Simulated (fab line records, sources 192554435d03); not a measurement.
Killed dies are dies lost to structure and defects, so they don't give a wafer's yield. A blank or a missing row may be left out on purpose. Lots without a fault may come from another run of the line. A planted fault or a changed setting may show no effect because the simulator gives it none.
Which tool did it? | flow n5_finfet | 11 lots, 33 wafers sampled, at 5 steps of a route of 1938

WHAT THE GAUGES READ, wafer by wafer
The record holds no reading of a measuring or inspecting step that can be judged against a usual standard deviation.

WHICH TOOL RAN EACH LOT (tool, then ch and the chambers of the sampled wafers, then the start)
lot  | N5_BEOL_M2_ETCH_70                 | N5_BEOL_M15_SPUTTER_44       | N5_MIM_TOP_ETCH_PECVD_03        | N5_PASSIVATION_PECVD_55         | N5_PASSIVATION_PROBE_49
L923 | rie_diel-05 ch 1,2, day 6 18:50    | pvd_sputter-02, day 11 18:01 | pecvd-03 ch 0,1,2, day 11 22:25 | pecvd-03 ch 1,2, day 11 23:59   | -
L924 | rie_diel-06 ch 1,2, day 7 00:19    | pvd_sputter-03, day 12 02:40 | pecvd-01 ch 0,1,2, day 12 08:08 | pecvd-01 ch 0,1,2, day 12 09:35 | -
L925 | rie_diel-06 ch 1,2,3, day 7 00:58  | pvd_sputter-01, day 12 02:37 | pecvd-04 ch 0,1,2, day 12 07:53 | pecvd-03 ch 0,1, day 12 09:20   | -
L927 | rie_diel-02 ch 1,2,3, day 7 16:10  | pvd_sputter-03, day 12 21:31 | pecvd-04 ch 0,1,2, day 13 01:17 | pecvd-01 ch 0,2, day 13 02:37   | -
L928 | rie_diel-02 ch 0,1,2, day 7 20:21  | pvd_sputter-02, day 13 06:01 | pecvd-01 ch 0,1,2, day 13 12:08 | pecvd-01 ch 0,2, day 13 13:41   | -
L929 | rie_diel-02 ch 1,2,3, day 8 02:35  | pvd_sputter-02, day 14 08:07 | pecvd-01 ch 0,2, day 14 14:05   | pecvd-02 ch 0,2, day 14 15:32   | -
L934 | rie_diel-02 ch 1,2,3, day 9 05:10  | pvd_sputter-03, day 15 07:08 | pecvd-01 ch 0,1,2, day 15 13:29 | pecvd-03 ch 0,1, day 15 14:56   | prober-02, day 15 23:11
L935 | rie_diel-02 ch 0,1,2, day 9 15:56  | pvd_sputter-03, day 15 17:24 | pecvd-03 ch 0,1, day 16 00:15   | pecvd-03 ch 0,1,2, day 16 01:53 | prober-01, day 16 11:42
L943 | rie_diel-02 ch 0,2,3, day 12 02:58 | pvd_sputter-03, day 17 02:57 | pecvd-03 ch 0,1, day 17 10:53   | pecvd-01 ch 0,1,2, day 17 12:20 | -
L945 | rie_diel-02 ch 2,3, day 12 11:08   | pvd_sputter-03, day 17 17:32 | pecvd-04 ch 0,1,2, day 18 01:02 | pecvd-02 ch 1,2, day 18 02:22   | -
L946 | rie_diel-02 ch 1,3, day 13 06:55   | pvd_sputter-01, day 18 08:32 | pecvd-04 ch 0,1,2, day 18 14:13 | pecvd-02 ch 0,2, day 18 16:22   | -
- N5_BEOL_M2_ETCH_70: etches SOC in N2/H2, target depth 80 nm, overetch 24 nm, time 130 s.
- N5_BEOL_M15_SPUTTER_44: material Ta, target thk 15 nm, time 24.19 s.
- N5_MIM_TOP_ETCH_PECVD_03: deposits SiNx from SiH4/NH3/N2, target thk 20 nm, time 17.6 s.
- N5_PASSIVATION_PECVD_55: deposits SiO2 from SiH4/N2O, target thk 400 nm, time 22.5 s.
- N5_PASSIVATION_PROBE_49

WHAT THE TOOLS THEMSELVES READ (means of the sampled wafers that have a number; where no wafer has one, the mark that the record gives instead)
N5_BEOL_M2_ETCH_70. Usual: drypump_motor_current_A 5.9 A, standard deviation 0.55; n2_flow_sccm 199.9 sccm, standard deviation 0.63; oes_product_au 0.55 a.u., standard deviation 0.034; rf_vpp_V 523.6 V, standard deviation 2.2; showerhead_plenum_p_Torr 2.53 Torr, standard deviation 0.078; throttle_valve_pct 17.8 %, standard deviation 0.31.
lot  | tool        | drypump_motor_current_A (A) | n2_flow_sccm (sccm) | oes_product_au (a.u.) | rf_vpp_V (V) | showerhead_plenum_p_Torr (Torr) | throttle_valve_pct (%) | flag
L923 | rie_diel-05 | 6.4                         | 199.5               | 0.55                  | 523.6        | 2.55                            | 18.0                   |
L924 | rie_diel-06 | 5.1                         | 199.5               | 0.52                  | 524.2        | 2.56                            | 18.2                   |
L925 | rie_diel-06 | 5.1                         | 200.0               | 0.53                  | 523.4        | 2.50                            | 18.0                   |
L927 | rie_diel-02 | 6.2                         | 200.1               | 0.57                  | 525.3        | 2.58                            | 17.7                   |
L928 | rie_diel-02 | 6.2                         | 200.3               | 0.59                  | 525.8        | 2.59                            | 17.6                   |
L929 | rie_diel-02 | 6.2                         | 200.1               | 0.58                  | 525.1        | 2.58                            | 17.7                   |
L934 | rie_diel-02 | 6.2                         | 200.7               | 0.56                  | 524.7        | 2.58                            | 17.7                   |
L935 | rie_diel-02 | 6.2                         | 199.8               | 0.58                  | 524.8        | 2.59                            | 17.6                   |
L943 | rie_diel-02 | 5.8                         | 200.0               | 0.55                  | 523.4        | 2.52                            | 17.9                   |
L945 | rie_diel-02 | 6.0                         | 199.8               | 0.54                  | 523.4        | 2.53                            | 17.9                   |
L946 | rie_diel-02 | 6.4                         | 200.2               | 0.55                  | 525.1        | 2.60                            | 17.6                   |

N5_BEOL_M15_SPUTTER_44. Usual: bias_v 80.0 V, standard deviation 0.81; throttle_valve_pct 30.0 %, standard deviation 1.
lot  | tool           | bias_v (V) | throttle_valve_pct (%) | flag
L923 | pvd_sputter-02 | 79.6       | 30.0                   |
L924 | pvd_sputter-03 | 80.0       | 30.3                   |
L925 | pvd_sputter-01 | 79.3       | 30.1                   |
L927 | pvd_sputter-03 | 79.2       | 29.6                   |
L928 | pvd_sputter-02 | 79.8       | 29.9                   |
L929 | pvd_sputter-02 | 80.0       | 29.4                   |
L934 | pvd_sputter-03 | 79.5       | 30.9                   |
L935 | pvd_sputter-03 | 79.4       | 29.7                   |
L943 | pvd_sputter-03 | 79.5       | 30.9                   |
L945 | pvd_sputter-03 | 80.1       | 30.5                   |
L946 | pvd_sputter-01 | 79.6       | 30.6                   |

N5_MIM_TOP_ETCH_PECVD_03. Usual: heater_power_outer_w 443 W, standard deviation 69; heater_power_w 740 W, standard deviation 100; showerhead_plenum_p_Torr 5.17 Torr, standard deviation 0.075; throttle_valve_pct 39.1 %, standard deviation 1.5.
lot  | tool     | heater_power_outer_w (W) | heater_power_w (W) | showerhead_plenum_p_Torr (Torr) | throttle_valve_pct (%) | flag
L923 | pecvd-03 | 521                      | 842                | 5.15                            | 39.8                   |
L924 | pecvd-01 | 430                      | 746                | 5.16                            | 38.2                   |
L925 | pecvd-04 | 429                      | 703                | 5.19                            | 38.9                   |
L927 | pecvd-04 | 431                      | 691                | 5.19                            | 38.9                   |
L928 | pecvd-01 | 437                      | 767                | 5.17                            | 38.4                   |
L929 | pecvd-01 | 469                      | 838                | 5.21                            | 37.9                   |
L934 | pecvd-01 | 436                      | 779                | 5.16                            | 38.4                   |
L935 | pecvd-03 | 545                      | 867                | 5.21                            | 41.2                   |
L943 | pecvd-03 | 512                      | 833                | 5.22                            | 41.1                   |
L945 | pecvd-04 | 403                      | 674                | 5.19                            | 39.1                   |
L946 | pecvd-04 | 419                      | 694                | 5.20                            | 39.2                   |

N5_PASSIVATION_PECVD_55. Usual: heater_power_outer_w 392 W, standard deviation 57; heater_power_w 683 W, standard deviation 99; showerhead_plenum_p_Torr 8.17 Torr, standard deviation 0.12; throttle_valve_pct 50.7 %, standard deviation 2.1.
lot  | tool     | heater_power_outer_w (W) | heater_power_w (W) | showerhead_plenum_p_Torr (Torr) | throttle_valve_pct (%) | flag
L923 | pecvd-03 | 427                      | 723                | 8.15                            | 52.8                   |
L924 | pecvd-01 | 373                      | 677                | 8.21                            | 49.6                   |
L925 | pecvd-03 | 436                      | 733                | 8.28                            | 53.3                   |
L927 | pecvd-01 | 389                      | 713                | 8.26                            | 48.4                   |
L928 | pecvd-01 | 366                      | 682                | 8.28                            | 48.5                   |
L929 | pecvd-02 | 367                      | 608                | 8.10                            | 49.2                   |
L934 | pecvd-03 | 450                      | 749                | 8.31                            | 52.3                   |
L935 | pecvd-03 | 423                      | 707                | 8.18                            | 51.9                   |
L943 | pecvd-01 | 379                      | 683                | 8.21                            | 49.9                   |
L945 | pecvd-02 | 398                      | 728                | 8.13                            | 52.0                   |
L946 | pecvd-02 | 399                      | 668                | 8.09                            | 50.4                   |

N5_PASSIVATION_PROBE_49. Usual: defect_limited_yield 91.4 %, standard deviation 1.5; killed_at_M0_to_M3 33, standard deviation 11; killed_at_M4_up 14, standard deviation 5.3; killed_at_contacts 13, standard deviation 6.2; killed_at_front_end 39, standard deviation 13; killed_at_other 3.1, standard deviation 2.8; killed_dies 102, standard deviation 17; killed_open 68, standard deviation 13; killed_short 32, standard deviation 7.8; sort_bin_5_function 5.1 %, standard deviation 0.95; sort_bin_6_memory 3.2 %, standard deviation 0.7; sort_bin_8_speed 0.02 %, standard deviation 0.16; sort_n_pass 1078, standard deviation 18; sort_yield_pct 91.3 %, standard deviation 1.5.
lot  | tool      | defect_limited_yield (%) | killed_at_M0_to_M3 | killed_at_M4_up | killed_at_contacts | killed_at_front_end | killed_at_other | killed_dies | killed_open | killed_short | sort_bin_5_function (%) | sort_bin_6_memory (%) | sort_bin_8_speed (%) | sort_n_pass | sort_yield_pct (%) | flag
L934 | prober-02 | 79.8                     | 170                | 10              | 18                 | 38                  | 3.3             | 239         | 61          | 26           | 12.1                    | 4.0                   | 0.00                 | 941         | 79.8               | OFF
L935 | prober-01 | 81.4                     | 158                | 19              | 5                  | 34                  | 4.7             | 220         | 58          | 30           | 10.4                    | 4.2                   | 0.00                 | 960         | 81.4               | OFF

THE ANSWER, worked out from the rows above alone
Rule: a lot is off if the mean of its wafers that have a number lies more than 3 standard deviations from the usual mean. A lot without any number at a reading at which 4 lots or more have one is off too. The other lots that the step has rows for count as sound. The gauges are gone through in route order, then the tools' own readings, and for those a lot's mean is taken as printed above. The first step at which some lot is off is used, and at that step the reading that is off furthest; a lot without a number counts as furthest.
Off: L934, L935, at N5_PASSIVATION_PROBE_49 (killed_at_M0_to_M3). Neither off nor sound, because the step has no rows for them: L923, L924, L925, L927, L928, L929, L943, L945, L946.
A tool fits if, at that step or a process step before it, it ran every lot that is off, and no sound lot after the first of them. Can't be told from this: 3 tools fit, rie_diel-02 at N5_BEOL_M2_ETCH_70, pvd_sputter-03 at N5_BEOL_M15_SPUTTER_44, pecvd-03 at N5_PASSIVATION_PECVD_55.

WHAT THE SIMULATOR HAD PUT IN
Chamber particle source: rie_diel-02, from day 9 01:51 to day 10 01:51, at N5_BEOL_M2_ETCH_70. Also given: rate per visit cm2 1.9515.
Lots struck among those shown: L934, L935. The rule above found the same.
